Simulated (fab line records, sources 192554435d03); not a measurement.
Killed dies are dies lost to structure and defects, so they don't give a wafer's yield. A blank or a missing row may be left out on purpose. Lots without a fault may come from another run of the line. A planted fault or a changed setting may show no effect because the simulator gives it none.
A struck lot beside a sound one | flow n5_finfet | 39 steps out of a route of 1938
Sound: wafers L393.1, L393.4, L393.5. Struck: wafers L383.4, L383.5, L383.6. The cause comes at the end.
At each step with rows: each side's tool, then ch and its chambers, then its first start. Under that, the readings that differ: sound wafers | struck wafers | difference of the means | sigmas: that difference in standard deviations of wafers without a fault.
alike: readings whose means differ by less than 2 such deviations, and words and numbers that are the same on both sides. not compared: withheld readings, readings that some wafer has no value for, bounds like >300 that may hide the same value, and numbers for which the record gives no deviation and whose values overlap.
The two part at a step that has a row with sigmas, a row that says differs or no value, or rows on one side only. Numbers that don't overlap but have no deviation are shown without sigmas and don't part them. A reading that every wafer of one side lacks parts them only if that side has two wafers or more.

first, 9 steps without rows for these wafers: N5_BEOL_M4_ANNEAL_95 (time 240 s); N5_BEOL_M4_SPUTTER_96 (material Cu, target thk 4.5 nm, time 8.29 s); N5_BEOL_M4_ECD_50 (material Cu, target thk 300 nm); N5_BEOL_M4_ANNEAL_51 (time 90 s); N5_BEOL_M4_CMP_52 (polishes, stops on SiOC, t overpolish 6.8 s, target thk 40 nm); N5_BEOL_M4_PRE_CLEAN_60 (time 15 s); N5_BEOL_M4_CO_CAP_55 (material Co, precursor CCTBA/H2, target thk 2 nm, time 102.1 s); N5_BEOL_M4_PRE_CLEAN_56 (time 15 s); N5_BEOL_M4_DEP_57 (deposits SiCN from 3MS/NH3, target thk 8 nm, time 14 s).
N5_BEOL_M4_RC_MEAS_101:
  sound on prober-02 ch 0, day 13 06:28; struck on prober-02 ch 0, day 10 00:35
  reading   | sound          | struck         | difference | sigmas
  VT_P (mV) | -256 -260 -260 | -253 -251 -252 | +7         | +2
  alike: DIBL_N, DIBL_P, IOFF_N, IOFF_P, ION_N, ION_P, SS_N, SS_P, VT_N
then, 24 steps without rows for these wafers: N5_BEOL_M5_ILD_DEP_00 (deposits SiCOH lowk from DEMS/porogen, target thk 140.64 nm, time 25.9 s); N5_BEOL_M5_CURE_79 (cures SiCOH lowk, time 240 s); N5_BEOL_M5_PECVD_70 (deposits SiO2 from TEOS/O2, target thk 16 nm, time 18 s); N5_BEOL_M5_HM_DEP_02 (deposits TiN, target thk 20 nm); N5_BEOL_M5_COAT_59 (time 60 s, resist thk 60 nm); N5_BEOL_M5_COAT_60 (time 60 s, resist thk 12 nm); N5_BEOL_M5_COAT_71 (time 60 s, resist thk 5 nm); N5_BEOL_M5_COAT_05 (resist thk 30 nm); N5_BEOL_M5_EBR_07; N5_BEOL_M5_SOFTBAKE_06 (time 60 s); N5_BEOL_M5_EXPOSE_08 (exposes mask M5, target cd 28 nm); N5_BEOL_M5_PEB_09 (peb time 60 s); N5_BEOL_M5_DEVELOP_10 (develop time 30 s); N5_BEOL_M5_DESCUM_16 (chemistry O2, time 7 s); N5_BEOL_M5_ETCH_72 (etches underlayer in N2/H2, target depth 6.5 nm, time 5.2 s); N5_BEOL_M5_ETCH_61 (etches SiARC in CF4, target depth 15.6 nm, time 26 s); N5_BEOL_M5_ETCH_62 (etches SOC in N2/H2, target depth 75 nm, overetch 15 nm, time 112.5 s); N5_BEOL_M5_STRIP_63 (strips in N2/H2); N5_BEOL_M5_STRIP_73 (strips in N2/H2); N5_BEOL_M5_STRIP_64 (strips in CF4); N5_BEOL_M5_HM_OPEN_17 (chemistry Cl2/BCl3, target TiN, target depth 20 nm, overetch 6 nm); N5_BEOL_M5_STRIP_19 (strips in O2); N5_BEOL_M5_COAT_65 (time 60 s, resist thk 60 nm); N5_BEOL_M5_COAT_66 (time 60 s, resist thk 12 nm).
-- the record jumps here: 3 days lie between the struck wafers' starts before and after (it left off in module BEOL_M5 and takes up again in module BEOL_M13, whose first step shown is number 1710 of the route) --
N5_BEOL_M13_CMP_49: polishes, stops on SiOC, t overpolish 17.1 s, target thk 420 nm.
  sound on cmp-02 ch 0,3, day 16 12:56; struck on cmp-01 ch 0,1, day 13 00:41
  no value came back on the struck wafers for any of 6 readings (barrier_field_endpoint_s (s), clearing_platen_down_force_psi (psi) and others); on the sound wafers barrier_field_endpoint_s (s) reads 29.6 30.8 29.8
  reading                                 | sound           | struck        | difference | sigmas
  model.Cu_of_BEOL_M13_ECD_47.thk_nm (nm) | 426.2 429.4 422 | 931 942.4 935 | +510       |
N5_BEOL_M13_THK_MEAS_50: measures by xrf.
  sound on film_metro-02, day 16 13:12; struck on film_metro-01, day 13 00:59
  reading      | sound       | struck      | difference | sigmas
  M13_THK (nm) | 415 416 410 | 920 932 924 | +512       | +81
N5_BEOL_M13_RS_MEAS_54: measures by four-point-probe.
  sound on film_metro-02, day 16 13:20; struck on film_metro-01, day 13 01:07
  reading         | sound                | struck               | difference | sigmas
  M13_RS (ohm/sq) | 0.0443 0.0440 0.0448 | 0.0182 0.0181 0.0182 | -0.0262    | -44
N5_BEOL_M13_INSPECT_55: inspects for defects (darkfield).
  sound on defect_inspect-01, day 16 13:21; struck on defect_inspect-01, day 13 01:08
  reading          | sound     | struck         | difference | sigmas
  raw_defect_count | 77 94 117 | 3099 3144 3200 | +3052      | +99 or more
N5_PASSIVATION_PROBE_49:
  the record has rows for the struck wafers here (prober-01, day 14 06:04) and none for the sound ones

WHERE THEY PART
First at N5_BEOL_M4_RC_MEAS_101; last, within this record, at N5_PASSIVATION_PROBE_49.

WHY: what the simulator had put in
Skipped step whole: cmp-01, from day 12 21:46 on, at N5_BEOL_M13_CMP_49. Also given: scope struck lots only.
